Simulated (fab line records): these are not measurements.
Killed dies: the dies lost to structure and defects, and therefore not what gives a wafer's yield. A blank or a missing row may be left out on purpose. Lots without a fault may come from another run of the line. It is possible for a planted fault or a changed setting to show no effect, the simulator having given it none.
A lot that was struck, set against a sound lot + flow n5-finfet + 38 steps out of a route of 1938
Sound: these wafers, L832.1, L832.3, L832.5. Struck: wafer L843.2 (left out: L843.1, L843.6 of the same lot, which were not struck); the cause appears at the end.
At each step with rows: each side's tool, then ch and its chambers, then its first start. Under that, the readings that differ: sound wafers + struck wafers + difference of the means + sigmas: that difference in standard deviations of wafers without a fault.
alike: readings with means less than 2 such deviations apart, plus words and numbers identical on both sides. not compared: withheld readings, readings lacking a value on some wafer, bounds such as >300 that could conceal the same value, and numbers that have no deviation in the record and whose values overlap.
A row with sigmas, a row that says differs or no value, or rows on one side alone: a step with any of these is where the two part. Numbers that don't overlap but have no deviation are shown without sigmas and don't part them. A reading missing from all wafers of one side parts the sides only when that side holds two or more wafers.

first, 10 steps without rows for these wafers: N5_DUMMY_GATE_ETCH_32 (etches SiO2 in CF4, target depth 3.5 nm, time 3.9 s); N5_DUMMY_GATE_ETCH_23 (etches poly-Si in HBr/Cl2/O2, target depth 41 nm, time 22.3 s); N5_DUMMY_GATE_ETCH_44 (etches poly-Si in HBr/O2, stops on SiO2, target depth 127.5 nm); N5_DUMMY_GATE_ETCH_42 (etches SiO2 in CHF3/O2, target depth 3.5 nm, time 31 s); N5_DUMMY_GATE_STRIP_48 (strips in N2/H2, time 20 s); N5_DUMMY_GATE_PRECLEAN_33 (cleans in dHF, time 10 s); N5_DUMMY_GATE_PRECLEAN_25 (cleans in O3/DIW, time 45 s); N5_DUMMY_GATE_PRECLEAN_51 (cleans in SC2, time 45 s); N5_DUMMY_GATE_SRD_26 (time 30 s); N5_DUMMY_GATE_UV_OZONE_45 (time 120 s).
N5_SPACER0_ALD_07: deposits SiNx, target thk 2 nm.
  sound on ald-sin-01 ch 0,3, day 3 06:17; struck on ald-sin-01 ch 0, day 6 01:25
  alike: heater-power-w
then, 25 steps without rows for these wafers: N5_SPACER0_ALD_00 (deposits SiOCN, target thk 3.5 nm, pulse time 3 s, purge time 2 s); N5_SPACER0_ALD_08 (deposits SiNx, target thk 2 nm); N5_SD_EPI_N_COAT_32 (time 60 s, resist thk 350 nm); N5_SD_EPI_N_COAT_33 (time 60 s, resist thk 35 nm); N5_SD_EPI_N_COAT_03 (resist thk 150 nm); N5_SD_EPI_N_EBR_05; N5_SD_EPI_N_SOFTBAKE_04 (time 60 s); N5_SD_EPI_N_EXPOSE_06 (exposes mask SD N BLK, target cd 120 nm); N5_SD_EPI_N_PEB_07 (peb time 60 s); N5_SD_EPI_N_DEVELOP_08 (develop time 30 s); N5_SD_EPI_N_DESCUM_14 (chemistry O2, time 7.9 s); N5_SD_EPI_N_ETCH_34 (etches SiARC in CF4, target depth 45.5 nm, time 75.8 s); N5_SD_EPI_N_ETCH_35 (etches SOC in N2/H2, overetch 108 nm, time 486 s); N5_SD_EPI_N_STRIP_36 (strips in N2/H2); N5_SD_EPI_N_ETCHBACK_44 (etches SiNx in CH3F/O2, stops on SiO2, target depth 14.5 nm); N5_SD_EPI_N_ETCH_45 (etches SiOCN in CH3F/O2, target depth 6 nm); N5_SD_EPI_N_ETCH_16 (etches SiO2 in CHF3/O2, target depth 5 nm); N5_SD_EPI_N_STRIP_47 (strips in CHF3/O2); N5_SD_EPI_N_SD_RECESS_17 (chemistry HBr/Cl2/O2, target depth 41 nm, time 23.7 s, bt time 3 s); N5_SD_EPI_N_STRIP_38 (strips in N2/H2); N5_SD_EPI_N_WET_ETCH_43 (etches SiO2 in dHF, time 14 s, target depth 1.5 nm); N5_SD_EPI_N_STRIP_18 (strips in SPM, time 750 s); N5_SD_EPI_N_SRD_20 (time 30 s); N5_SD_EPI_N_PRECLEAN_48 (cleans in NF3:NH3, afs cycles 2, time 20 s, sublimation time 60 s); N5_SD_EPI_N_VAPOR_ETCH_50 (etches Si in HCl, time 54 s).
-- a jump in the record: the struck wafers' starts before and after are 6 days apart (it breaks off in module SD_EPI_N and resumes in module BEOL_M4, where the first step shown is number 1111 of the route) --
N5_BEOL_M4_RC_MEAS_101:
  sound on prober-02 ch 0, day 8 20:25; struck on prober-01 ch 0, day 11 22:24
  alike: DIBL_N, DIBL_P, IOFF_N, IOFF_P, ION_N, ION_P, SS_N, SS_P, VT_N, VT_P
-- the record jumps here: 4 days lie between the struck wafers' starts before and after (it left off in module BEOL_M4 and takes up again in module PASSIVATION, whose first step shown is number 1936 of the route) --
N5_PASSIVATION_PROBE_49:
  only the struck wafers here have rows in the record (prober-02, day 16 00:51); the sound ones have none

WHERE THEY PART
N5_PASSIVATION_PROBE_49 only, going by this record.

WHY: whatever the simulator had introduced
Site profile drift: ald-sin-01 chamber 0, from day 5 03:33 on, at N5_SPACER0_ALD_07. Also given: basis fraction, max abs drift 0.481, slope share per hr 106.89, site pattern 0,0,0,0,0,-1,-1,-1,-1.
